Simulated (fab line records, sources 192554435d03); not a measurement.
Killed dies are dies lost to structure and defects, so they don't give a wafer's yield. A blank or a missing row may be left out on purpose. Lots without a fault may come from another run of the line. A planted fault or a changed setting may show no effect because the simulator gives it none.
fab line records | flow n5_finfet
record lots=5 wafers=15 last_day=19
route steps=1938 shown BEOL_M4@1090 BEOL_M5@1112
lots that met no fault: from a run of the same line without faults
start_h: hours from the record's first day to the start of the lot's first wafer shown | wait_h: hours since the lot's step before | " the same as in the row above | L1.1+2: a row that stands for several wafers | - no value, or no start given | * or withheld: withheld | < > ~ a bound
route shown NAME@n: a module of which the file shows steps, and the number in the route of the first | usual: mean/standard deviation of fault-free wafers | same: alike in all rows | chamber/n: place in a boat | sites: the reading at each site | _std_site: their standard deviation | _edge_site: outer sites' mean less inner sites' | radius_mm: how far each site lies from the wafer's centre | mask NAME#n: copy n | behind: the tool/chamber that last shaped the wafer | hold: why the lot was held/for how many hours/how that ended | device: the transistor (n, p or np) that didn't switch | end of line: the same wafers' tests at the end of the route | a step without rows: its recipe alone | killed: dies lost to structure and defects at the first sort, not the wafer's yield | map: a wafer's dies, x killed, . not, _ none there
set.NAME: the setting as run; set.NAME@STEP: as run at that earlier step | model.NAME: the simulator's own value behind a step, which no gauge read
lots at some steps of the route; a table a step, a row a wafer
services: from which hour (start_h, from the record's first day; less than 0 if before it) a tool's chamber was out of use, for how many hours, and why
## steps
# step N5_BEOL_M4_SPUTTER_86
# recipe material=Cu target_thk_a=45 temp_c=-20 chamber_pressure_pa=0.07 power_w=withheld time_s=8.29
# usual chuck_sensor_temp_C=-16.1/0.49 throttle_valve_pct=29.9/1.5
# columns lot.wafer tool chamber start_h wait_h chuck_sensor_temp_C throttle_valve_pct
L079.3 pvd_sputter-03 - 229.90 0.1 -16.7 28.3
L079.5 " - " " -16.6 28.0
L079.6 " - " " -16.6 30.7
L081.1 pvd_sputter-02 - 240.82 0.1 -15.7 30.9
L081.3 " - " " -15.7 28.2
L081.5 " - " " -15.6 31.1
L085.1 pvd_sputter-03 - 249.70 0.1 -16.5 28.3
L085.3 " - " " -16.6 30.4
L085.5 " - " " -16.5 28.2
L084.1 pvd_sputter-02 - 271.25 0.1 -16.3 29.9
L084.3 " - " " -15.6 31.1
L084.6 " - " " -15.8 28.2
L093.1 pvd_sputter-02 - 313.34 0.1 -15.6 30.5
L093.3 " - " " -15.5 31.0
L093.5 " - " " -15.8 31.0
# step N5_BEOL_M4_ANNEAL_87
# recipe temp_c=400 time_s=240 ambient=vacuum
# usual heater_power_w=789/85
# columns lot.wafer tool chamber start_h wait_h heater_power_w
L079.3 pvd_sputter-03 - 229.98 0.0 838
L079.5 " - " " 830
L079.6 " - " " 770
L081.1 pvd_sputter-02 - 240.90 0.0 648
L081.3 " - " " 803
L081.5 " - " " 647
L085.1 pvd_sputter-03 - 249.78 0.0 842
L085.3 " - " " 757
L085.5 " - " " 806
L084.1 pvd_sputter-02 - 271.34 0.0 867
L084.3 " - " " 659
L084.6 " - " " 784
L093.1 pvd_sputter-02 - 313.42 0.0 740
L093.3 " - " " 650
L093.5 " - " " 646
# step N5_BEOL_M4_SPUTTER_88
# recipe material=Cu target_thk_a=45 temp_c=-20 chamber_pressure_pa=0.07 power_w=withheld time_s=8.29
# usual chuck_sensor_temp_C=-16.1/0.5 throttle_valve_pct=29.9/1.5
# columns lot.wafer tool chamber start_h wait_h chuck_sensor_temp_C throttle_valve_pct
L079.3 pvd_sputter-03 - 230.12 0.1 -16.7 28.0
L079.5 " - " " -16.6 28.1
L079.6 " - " " -16.7 30.8
L081.1 pvd_sputter-02 - 241.04 0.1 -15.7 31.0
L081.3 " - " " -15.9 28.3
L081.5 " - " " -15.6 31.1
L085.1 pvd_sputter-03 - 249.92 0.1 -16.7 28.3
L085.3 " - " " -16.6 30.9
L085.5 " - " " -16.6 28.3
L084.1 pvd_sputter-02 - 271.50 0.1 -16.1 30.2
L084.3 " - " " -15.8 31.1
L084.6 " - " " -15.9 28.1
L093.1 pvd_sputter-02 - 313.56 0.1 -15.4 29.9
L093.3 " - " " -15.7 31.2
L093.5 " - " " -15.7 30.7
# step N5_BEOL_M4_ANNEAL_89
# recipe temp_c=400 time_s=240 ambient=vacuum
# usual heater_power_w=789/84
# columns lot.wafer tool chamber start_h wait_h heater_power_w
L079.3 pvd_sputter-03 - 230.20 0.0 844
L079.5 " - " " 829
L079.6 " - " " 766
L081.1 pvd_sputter-02 - 241.12 0.0 655
L081.3 " - " " 776
L081.5 " - " " 642
L085.1 pvd_sputter-03 - 250.00 0.0 832
L085.3 " - " " 753
L085.5 " - " " 818
L084.1 pvd_sputter-02 - 271.59 0.0 849
L084.3 " - " " 640
L084.6 " - " " 799
L093.1 pvd_sputter-02 - 313.64 0.0 724
L093.3 " - " " 640
L093.5 " - " " 660
# step N5_BEOL_M4_SPUTTER_90
# recipe material=Cu target_thk_a=45 temp_c=-20 chamber_pressure_pa=0.07 power_w=withheld time_s=8.29
# usual chuck_sensor_temp_C=-16.1/0.5 throttle_valve_pct=29.9/1.5
# columns lot.wafer tool chamber start_h wait_h chuck_sensor_temp_C throttle_valve_pct
L079.3 pvd_sputter-03 - 230.34 0.1 -16.8 28.2
L079.5 " - " " -16.8 28.1
L079.6 " - " " -16.6 30.8
L081.1 pvd_sputter-02 - 241.26 0.1 -15.7 31.1
L081.3 " - " " -15.8 28.2
L081.5 " - " " -15.5 31.3
L085.1 pvd_sputter-03 - 250.14 0.1 -16.6 27.9
L085.3 " - " " -16.6 30.9
L085.5 " - " " -16.6 28.5
L084.1 pvd_sputter-02 - 271.75 0.1 -16.2 30.1
L084.3 " - " " -15.5 30.9
L084.6 " - " " -15.9 28.3
L093.1 pvd_sputter-02 - 313.78 0.1 -15.5 30.4
L093.3 " - " " -15.8 30.7
L093.5 " - " " -15.7 30.8
# step N5_BEOL_M4_ANNEAL_91
# recipe temp_c=400 time_s=240 ambient=vacuum
# usual heater_power_w=790/86
# columns lot.wafer tool chamber start_h wait_h heater_power_w
L079.3 pvd_sputter-03 - 230.42 0.0 843
L079.5 " - " " 830
L079.6 " - " " 749
L081.1 pvd_sputter-02 - 241.34 0.0 633
L081.3 " - " " 786
L081.5 " - " " 656
L085.1 pvd_sputter-03 - 250.22 0.0 826
L085.3 " - " " 761
L085.5 " - " " 804
L084.1 pvd_sputter-02 - 271.84 0.0 876
L084.3 " - " " 658
L084.6 " - " " 778
L093.1 pvd_sputter-02 - 313.86 0.0 750
L093.3 " - " " 659
L093.5 " - " " 659
# step N5_BEOL_M4_SPUTTER_92
# recipe material=Cu target_thk_a=45 temp_c=-20 chamber_pressure_pa=0.07 power_w=withheld time_s=8.29
# usual chuck_sensor_temp_C=-16.1/0.51 throttle_valve_pct=29.9/1.5
# columns lot.wafer tool chamber start_h wait_h chuck_sensor_temp_C throttle_valve_pct
L079.3 pvd_sputter-03 - 230.56 0.1 -16.7 28.0
L079.5 " - " " -16.6 27.9
L079.6 " - " " -16.5 30.8
L081.1 pvd_sputter-02 - 241.48 0.1 -15.7 31.0
L081.3 " - " " -15.8 28.2
L081.5 " - " " -15.8 31.3
L085.1 pvd_sputter-03 - 250.36 0.1 -16.6 28.2
L085.3 " - " " -16.7 30.6
L085.5 " - " " -16.5 28.2
L084.1 pvd_sputter-02 - 271.99 0.1 -16.0 29.7
L084.3 " - " " -15.6 30.9
L084.6 " - " " -15.9 28.0
L093.1 pvd_sputter-02 - 314.00 0.1 -15.4 30.0
L093.3 " - " " -15.6 31.1
L093.5 " - " " -15.7 31.1
# step N5_BEOL_M4_ANNEAL_93
# recipe temp_c=400 time_s=240 ambient=vacuum
# usual heater_power_w=791/86
# columns lot.wafer tool chamber start_h wait_h heater_power_w
L079.3 pvd_sputter-03 - 230.64 0.0 872
L079.5 " - " " 847
L079.6 " - " " 760
L081.1 pvd_sputter-02 - 241.56 0.0 658
L081.3 " - " " 792
L081.5 " - " " 648
L085.1 pvd_sputter-03 - 250.44 0.0 850
L085.3 " - " " 743
L085.5 " - " " 811
L084.1 pvd_sputter-02 - 272.08 0.0 881
L084.3 " - " " 642
L084.6 " - " " 794
L093.1 pvd_sputter-02 - 314.08 0.0 758
L093.3 " - " " 661
L093.5 " - " " 648
# step N5_BEOL_M4_SPUTTER_94
# recipe material=Cu target_thk_a=45 temp_c=-20 chamber_pressure_pa=0.07 power_w=withheld time_s=8.29
# usual chuck_sensor_temp_C=-16.1/0.5 throttle_valve_pct=29.9/1.5
# columns lot.wafer tool chamber start_h wait_h chuck_sensor_temp_C throttle_valve_pct
L079.3 pvd_sputter-03 - 230.78 0.1 -16.6 27.9
L079.5 " - " " -16.8 28.1
L079.6 " - " " -16.7 30.7
L081.1 pvd_sputter-02 - 241.70 0.1 -15.8 31.1
L081.3 " - " " -15.8 28.3
L081.5 " - " " -15.7 31.0
L085.1 pvd_sputter-03 - 250.58 0.1 -16.7 28.3
L085.3 " - " " -16.7 31.0
L085.5 " - " " -16.6 28.5
L084.1 pvd_sputter-02 - 272.24 0.1 -16.2 30.2
L084.3 " - " " -15.6 30.8
L084.6 " - " " -16.0 27.9
L093.1 pvd_sputter-02 - 314.22 0.1 -15.4 30.3
L093.3 " - " " -15.8 31.2
L093.5 " - " " -15.5 31.1
# step N5_BEOL_M4_ANNEAL_95
# recipe temp_c=400 time_s=240 ambient=vacuum
# usual heater_power_w=788/83
# columns lot.wafer tool chamber start_h wait_h heater_power_w
L079.3 pvd_sputter-03 - 230.86 0.0 857
L079.5 " - " " 843
L079.6 " - " " 732
L081.1 pvd_sputter-02 - 241.78 0.0 652
L081.3 " - " " 802
L081.5 " - " " 642
L085.1 pvd_sputter-03 - 250.66 0.0 825
L085.3 " - " " 757
L085.5 " - " " 805
L084.1 pvd_sputter-02 - 272.33 0.0 851
L084.3 " - " " 645
L084.6 " - " " 795
L093.1 pvd_sputter-02 - 314.30 0.0 762
L093.3 " - " " 639
L093.5 " - " " 652
# step N5_BEOL_M4_SPUTTER_96
# recipe material=Cu target_thk_a=45 temp_c=-20 chamber_pressure_pa=0.07 power_w=withheld time_s=8.29
# usual chuck_sensor_temp_C=-16.1/0.5 throttle_valve_pct=29.9/1.5
# columns lot.wafer tool chamber start_h wait_h chuck_sensor_temp_C throttle_valve_pct
L079.3 pvd_sputter-03 - 231.00 0.1 -16.6 28.3
L079.5 " - " " -16.6 28.3
L079.6 " - " " -16.6 30.8
L081.1 pvd_sputter-02 - 241.92 0.1 -15.6 30.8
L081.3 " - " " -15.9 28.3
L081.5 " - " " -15.6 31.0
L085.1 pvd_sputter-03 - 250.80 0.1 -16.7 28.1
L085.3 " - " " -16.7 31.0
L085.5 " - " " -16.5 28.2
L084.1 pvd_sputter-02 - 272.49 0.1 -16.1 29.8
L084.3 " - " " -15.5 30.8
L084.6 " - " " -15.8 28.2
L093.1 pvd_sputter-02 - 314.44 0.1 -15.6 30.5
L093.3 " - " " -15.6 30.9
L093.5 " - " " -15.6 31.1
# step N5_BEOL_M4_ECD_50
# recipe material=Cu target_thk_a=3000
# columns lot.wafer tool chamber start_h wait_h
L079.3+5+6 ecd_cu-02 0,1,0 231.14 0.1
L081.1+3+5 ecd_cu-01 1,0,0 242.04 0.1
L085.1+3+5 ecd_cu-01 1,1,0 250.92 0.1
L084.1+3+6 ecd_cu-02 0,1,0 272.62 0.1
L093.1+3+5 ecd_cu-02 0,1,1 314.55 0.1
# step N5_BEOL_M4_ANNEAL_51
# recipe temp_c=225 time_s=90 ambient=N2
# usual wafer_temp_C_max=225.8/0.31
# columns lot.wafer tool chamber start_h wait_h wafer_temp_C_max
L079.3 rtp_anneal-02 0 231.29 0.1 226.2
L079.5 " 0 " " 226.8
L079.6 " 0 " " 226.3
L081.1 rtp_anneal-01 0 242.12 0.1 225.6
L081.3 " 0 " " 225.4
L081.5 " 0 " " 225.7
L085.1 rtp_anneal-02 0 251.00 0.1 226.4
L085.3 " 0 " " 226.0
L085.5 " 0 " " 226.7
L084.1 rtp_anneal-01 0 272.69 0.1 225.8
L084.3 " 0 " " 225.7
L084.6 " 0 " " 225.6
L093.1 rtp_anneal-01 0 314.63 0.1 225.5
L093.3 " 0 " " 225.9
L093.5 " 0 " " 225.5
# step N5_BEOL_M4_CMP_52
# recipe stop_on=SiOC t_overpolish_s=6.8 down_force_psi=1 platen_rpm=50 clearing_platen_down_force_psi=1.5 clearing_platen_rpm=50 post_cmp_clean=cu_alkaline target_thk_nm=40 clearing_platen_pad_velocity_m_s=0.99484 pad_velocity_m_s=0.99484
# usual barrier_field_endpoint_s=24.6/0.69 motor_current_A=5.9/0.52 overpolish_run_s=6.800/0.0093 time_to_endpoint_s=61/3.3
# columns lot.wafer tool chamber start_h wait_h barrier_field_endpoint_s motor_current_A overpolish_run_s time_to_endpoint_s
L079.3 cmp-03 1 231.57 0.2 24.3 5.4 6.789 60
L079.6 " 3 " " 25.4 6.0 6.788 62
L079.5 " 0 " " 24.1 5.2 6.811 57
L081.3 cmp-03 0 242.42 0.2 24.1 5.0 6.794 58
L081.1 " 3 " " 26.0 5.6 6.811 66
L081.5 " 1 " " 25.3 5.5 6.800 60
L085.3 cmp-04 3 251.37 0.2 25.2 5.5 6.785 65
L085.1 " 0 " " 25.8 6.0 6.788 69
L085.5 " 2 " " 25.4 6.0 6.814 69
L084.1 cmp-01 2 272.99 0.3 22.7 6.9 6.797 58
L084.3 " 3 " " 22.7 5.4 6.794 60
L084.6 " 3 " " 24.2 5.4 6.798 64
L093.3 cmp-04 3 314.93 0.2 25.0 5.7 6.808 62
L093.1 " 1 " " 24.4 6.7 6.799 57
L093.5 " 0 " " 24.9 6.6 6.814 63
# step N5_BEOL_M4_THK_MEAS_53
# recipe thk_meas_gauge=xrf reads=Cu_of_BEOL_M4_ECD_50
# usual M4_THK=40.3/1.5
# columns lot.wafer tool chamber start_h wait_h M4_THK[nm]
L079.3 film_metro-01 - 231.79 - 42.2
L079.5 " - " " 40.4
L079.6 " - " " 41.9
L081.1 film_metro-01 - 242.71 - 39.7
L081.3 " - " " 39.6
L081.5 " - " " 38.9
L085.1 film_metro-02 - 251.59 - 42.8
L085.3 " - " " 40.4
L085.5 " - " " 41.0
L084.1 film_metro-01 - 273.29 - 39.8
L084.3 " - " " 39.8
L084.6 " - " " 38.7
L093.1 film_metro-01 - 315.22 - 39.6
L093.3 " - " " 39.5
L093.5 " - " " 39.6
# step N5_BEOL_M4_PRE_CLEAN_60
# recipe gas=NH3/H2 time_s=15 temp_c=* rf_power_w=300
# usual heater_power_w=91/21
# columns lot.wafer tool chamber start_h wait_h heater_power_w
L079.3 cvd_co-01 2 231.83 0.0 60
L079.5 " 2 " " 59
L079.6 " 0 " " 93
L081.1 cvd_co-01 0 242.75 0.0 97
L081.3 " 2 " " 60
L081.5 " 2 " " 60
L085.1 cvd_co-02 1 251.63 0.0 83
L085.3 " 0 " " 103
L085.5 " 1 " " 83
L084.1 cvd_co-01 0 273.32 0.0 97
L084.3 " 2 " " 60
L084.6 " 2 " " 58
L093.1 cvd_co-01 2 315.26 0.0 61
L093.3 " 0 " " 98
L093.5 " 2 " " 60
# step N5_BEOL_M4_CO_CAP_55
# recipe material=Co target_thk_a=20 temp_c=200 precursor=CCTBA/H2 pressure_torr=30 time_s=102.1
# usual heater_power_w=244/26
# columns lot.wafer tool chamber start_h wait_h heater_power_w
L079.3 cvd_co-01 2 231.87 0.0 202
L079.5 " 2 " " 206
L079.6 " 0 " " 249
L081.1 cvd_co-01 0 242.79 0.0 254
L081.3 " 2 " " 208
L081.5 " 2 " " 205
L085.1 cvd_co-02 1 251.67 0.0 235
L085.3 " 0 " " 257
L085.5 " 1 " " 239
L084.1 cvd_co-01 0 273.36 0.0 250
L084.3 " 2 " " 204
L084.6 " 2 " " 208
L093.1 cvd_co-01 2 315.30 0.0 207
L093.3 " 0 " " 250
L093.5 " 2 " " 203
# step N5_BEOL_M4_PRE_CLEAN_56
# recipe gas=NH3 time_s=15 temp_c=withheld rf_power_w=300
# columns lot.wafer tool chamber start_h wait_h
L079.3+5+6 pecvd-02 0,1,2 231.96 0.1
L081.1+3+5 pecvd-03 0,2,0 242.88 0.1
L085.1+3+5 pecvd-03 1,2,0 251.76 0.1
L084.1+3+6 pecvd-04 0,2,1 273.45 0.1
L093.1+3+5 pecvd-04 1,2,0 315.39 0.1
# step N5_BEOL_M4_DEP_57
# recipe material=SiCN target_thk_a=80 temp_c=withheld precursor=3MS/NH3 pressure_torr=3 rf_w=202 time_s=14
# usual showerhead_plenum_p_Torr=3.661/0.014 throttle_valve_pct=9.3/0.6
# columns lot.wafer tool chamber start_h wait_h showerhead_plenum_p_Torr throttle_valve_pct
L079.3 pecvd-02 0 231.98 0.0 3.678 9.6
L079.5 " 1 " " 3.656 9.6
L079.6 " 2 " " 3.643 9.1
L081.1 pecvd-03 0 242.90 0.0 3.666 10.1
L081.3 " 2 " " 3.677 8.7
L081.5 " 0 " " 3.669 10.4
L085.1 pecvd-03 1 251.79 0.0 3.658 9.9
L085.3 " 2 " " 3.675 8.4
L085.5 " 0 " " 3.676 10.4
L084.1 pecvd-04 0 273.48 0.0 3.661 9.3
L084.3 " 2 " " 3.639 8.7
L084.6 " 1 " " 3.688 9.1
L093.1 pecvd-04 1 315.42 0.0 3.661 9.3
L093.3 " 2 " " 3.642 8.6
L093.5 " 0 " " 3.663 9.1
# step N5_BEOL_M4_RS_MEAS_58
# recipe thk_meas_gauge=four-point-probe reads=Co_of_BEOL_M4_CO_CAP_55+Cu_of_BEOL_M4_ECD_50+Co_of_BEOL_M4_CVD_47+TaN_of_BEOL_M4_ALD_84
# usual M4_RS=0.67/0.031
# columns lot.wafer tool chamber start_h wait_h M4_RS[ohm/sq]
L079.3 film_metro-02 - 232.05 0.1 0.62
L079.5 " - " " 0.66
L079.6 " - " " 0.63
L081.1 film_metro-01 - 242.97 0.0 0.68
L081.3 " - " " 0.69
L081.5 " - " " 0.70
L085.1 film_metro-01 - 251.85 0.0 0.61
L085.3 " - " " 0.65
L085.5 " - " " 0.64
L084.1 film_metro-01 - 273.55 0.0 0.69
L084.3 " - " " 0.68
L084.6 " - " " 0.71
L093.1 film_metro-02 - 315.48 0.0 0.67
L093.3 " - " " 0.67
L093.5 " - " " 0.67
# step N5_BEOL_M4_INSPECT_59
# recipe inspect_instrument=darkfield mode=post_dep
# usual raw_defect_count=71/25
# columns lot.wafer tool chamber start_h wait_h raw_defect_count
L079.3 defect_inspect-01 - 232.08 0.0 38
L079.5 " - " " 61
L079.6 " - " " 43
L081.1 defect_inspect-02 - 243.00 0.0 114
L081.3 " - " " 54
L081.5 " - " " 61
L085.1 defect_inspect-01 - 251.88 0.0 50
L085.3 " - " " 74
L085.5 " - " " 40
L084.1 defect_inspect-02 - 273.57 0.0 123
L084.3 " - " " 92
L084.6 " - " " 102
L093.1 defect_inspect-01 - 315.51 0.0 167
L093.3 " - " " 102
L093.5 " - " " 139
# step N5_BEOL_M4_RC_MEAS_101
# usual DIBL_N=36.1/1.6 DIBL_P=35.8/2 IOFF_N=0.157/0.029 IOFF_P=0.21/0.034 ION_N=677/13 ION_P=465/8.1 SS_N=71.3/0.61 SS_P=73.2/0.65 VT_N=249/3.3 VT_P=-250/3.2
# columns lot.wafer tool chamber start_h wait_h DIBL_N[mV/V] DIBL_P[mV/V] IOFF_N[nA/um] IOFF_P[nA/um] ION_N[uA/um] ION_P[uA/um] SS_N[mV/dec] SS_P[mV/dec] VT_N[mV] VT_P[mV]
L079.3 prober-02 0 232.41 0.3 34.4 33.2 0.147 0.19 695 469 71.7 73.1 250 -249
L079.5 " 0 " " 35.3 34.0 0.157 0.20 688 474 71.2 73.1 249 -249
L079.6 " 0 " " 36.1 34.7 0.173 0.22 674 457 71.9 73.4 245 -246
L081.1 prober-01 0 243.02 0.0 38.9 39.3 0.208 0.29 685 479 71.3 74.1 244 -246
L081.3 " 0 " " 38.8 38.3 0.199 0.26 677 465 71.9 74.2 245 -247
L081.5 " 0 " " 38.1 38.6 0.187 0.26 679 471 72.1 73.3 246 -246
L085.1 prober-02 0 251.90 0.0 35.2 35.5 0.158 0.21 686 469 71.3 72.9 247 -252
L085.3 " 0 " " 37.0 37.7 0.172 0.24 678 472 72.2 73.6 248 -248
L085.5 " 0 " " 37.9 38.6 0.183 0.25 677 465 72.9 74.1 249 -247
L084.1 prober-02 0 273.60 0.0 36.0 35.6 0.161 0.21 686 468 71.5 73.0 245 -248
L084.3 " 0 " " 37.2 36.8 0.173 0.22 669 460 72.2 73.2 249 -250
L084.6 " 0 " " 36.8 36.5 0.178 0.22 695 469 72.2 72.4 246 -249
L093.1 prober-01 0 315.54 0.0 33.1 32.8 0.110 0.19 667 471 70.2 72.1 253 -251
L093.3 " 0 " " 36.5 36.5 0.163 0.24 685 473 71.6 73.7 250 -248
L093.5 " 0 " " 36.3 35.5 0.148 0.22 665 462 70.9 72.9 251 -250
# step N5_BEOL_M5_ILD_DEP_00
# recipe material=SiCOH_lowk target_thk_a=1406.4 temp_c=300 precursor=DEMS/porogen pressure_torr=5 rf_w=500 time_s=25.9
# usual heater_power_w=290/36 showerhead_plenum_p_Torr=5.741/0.015 throttle_valve_pct=13.9/1
# columns lot.wafer tool chamber start_h wait_h heater_power_w showerhead_plenum_p_Torr throttle_valve_pct
L079.3 pecvd-01 1 233.06 0.5 228 5.740 13.0
L079.5 " 1 " " 243 5.720 12.8
L079.6 " 0 " " 272 5.740 13.3
L081.1 pecvd-04 0 243.98 0.8 308 5.735 14.0
L081.3 " 2 " " 272 5.712 13.4
L081.5 " 1 " " 255 5.748 14.5
L085.1 pecvd-01 1 252.87 0.8 292 5.736 12.9
L085.3 " 2 " " 267 5.744 12.6
L085.5 " 0 " " 282 5.740 13.7
L084.1 pecvd-04 1 274.56 0.8 293 5.737 14.6
L084.3 " 2 " " 291 5.718 13.2
L084.6 " 2 " " 289 5.716 13.3
L093.1 pecvd-03 1 316.51 0.8 289 5.750 15.0
L093.3 " 0 " " 349 5.730 15.7
L093.5 " 2 " " 235 5.757 13.1
# step N5_BEOL_M5_CURE_79
# recipe temp_c=385 time_s=240 ambient=He/Ar material=SiCOH_lowk
# usual lamp_power_pct=52.32/0.055 wafer_temp_C_max=386.7/0.56
# columns lot.wafer tool chamber start_h wait_h lamp_power_pct wafer_temp_C_max
L079.3 uv_cure-03 2 233.44 0.4 52.29 387.6
L079.5 " 2 " " 52.32 387.1
L079.6 " 2 " " 52.41 386.4
L081.1 uv_cure-02 1 244.04 0.0 52.32 386.3
L081.3 " 1 " " 52.39 387.0
L081.5 " 1 " " 52.35 386.2
L085.1 uv_cure-01 2 252.93 0.0 52.32 386.4
L085.3 " 2 " " 52.33 386.1
L085.5 " 2 " " 52.50 387.1
L084.1 uv_cure-02 1 274.62 0.0 52.32 386.4
L084.3 " 1 " " 52.35 387.6
L084.6 " 1 " " 52.19 386.4
L093.1 uv_cure-02 1 316.79 0.3 52.41 386.4
L093.3 " 1 " " 52.33 386.0
L093.5 " 1 " " 52.29 385.6
# step N5_BEOL_M5_THK_MEAS_01
# recipe reads=SiCOH_lowk_of_BEOL_M5_ILD_DEP_00
# usual M5_ILD_THK=121.2/1.6
# columns lot.wafer tool chamber start_h wait_h M5_ILD_THK[nm]
L079.3 film_metro-02 - 234.12 0.5 122.3
L079.5 " - " " 124.1
L079.6 " - " " 121.8
L081.1 film_metro-01 - 244.56 0.4 118.1
L081.3 " - " " 120.7
L081.5 " - " " 119.6
L085.1 film_metro-02 - 253.44 0.4 120.8
L085.3 " - " " 118.2
L085.5 " - " " 121.1
L084.1 film_metro-01 - 275.13 0.4 119.3
L084.3 " - " " 118.3
L084.6 " - " " 121.3
L093.1 film_metro-01 - 317.30 0.4 120.0
L093.3 " - " " 119.5
L093.5 " - " " 122.6
## services
# columns tool chamber start_h hours kind
uv_cure-03 - 206.31 9.1 repair
cmp-03 - 211.86 0.5 repair
uv_cure-01 - 213.41 1.2 repair
cmp-04 - 218.33 4.0 pm
cmp-04 - 222.33 - consumable_replace:conditioner
cmp-04 - 222.33 - consumable_replace:pad
pecvd-02 - 223.37 1.4 repair
pecvd-02 0 226.94 5.0 scheduled_down
cmp-04 - 231.61 7.9 repair
uv_cure-03 - 243.33 1.0 pm
pecvd-04 2 258.08 2.1 scheduled_down
pecvd-02 1 260.62 5.5 scheduled_down
uv_cure-01 - 270.15 1.0 pm
cvd_co-02 - 272.54 2.8 pm
cmp-04 - 273.48 0.8 repair
pecvd-01 1 292.97 3.6 repair
pecvd-04 0 292.97 2.1 scheduled_down
pecvd-01 - 297.04 28.1 pm
uv_cure-01 - 298.54 7.7 repair
cmp-03 - 303.28 0.5 repair
uv_cure-02 - 310.03 0.7 repair
## key
fault none
